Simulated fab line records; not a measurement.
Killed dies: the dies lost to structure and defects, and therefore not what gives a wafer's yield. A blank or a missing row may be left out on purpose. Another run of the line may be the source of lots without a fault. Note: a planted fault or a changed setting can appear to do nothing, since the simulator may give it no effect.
Matching of chambers	flow n5_finfet	pecvd-01 running N5_BEOL_M12_DEP_53: 3 sister chambers
The step deposits SiCN from 3MS/NH3, target thk 30 nm, time 10.5 s. 3 wafers are shown with their chamber, then 7 later ones without.

== WAFERS, EACH WITH ITS CHAMBER ==
wafer	chamber	throttle_valve_pct (%)
L084.1	1	17.3
L087.1	2	16.9
L087.2	0	19.1

== WAFERS WITH NO CHAMBER GIVEN ==
wafer	throttle_valve_pct (%)
L087.6	17.3
L090.2	17.1
L090.3	19.3
L090.6	19.3
L088.1	19.2
L088.5	17.4
L088.6	19.2

== THE CHAMBER EACH PASSED THROUGH ==
wafer	from the rows above	in truth
L087.6	1	1
L090.2	can't be placed: 1 or 2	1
L090.3	0	0
L090.6	0	0
L088.1	0	0
L088.5	1	1
L088.6	0	0
6 of 7 placed correctly. Unplaceable from these rows: 1, with the true chamber sitting among the candidates in 1. Number placed wrongly: 0.
How it was worked out, from the rows above alone: a wafer's distance from a chamber is the root of the sum, over the readings, of the square of ((its reading less the chamber's mean) divided by the reading's scatter). The wafer belongs to the nearest chamber; if the next one is less than 2 further off, it can't be placed. For every chamber, the mean is computed from those of its wafers that are shown. The scatter: root of mean squared gap, hidden wafer to nearest shown wafer, with one shown wafer a chamber.
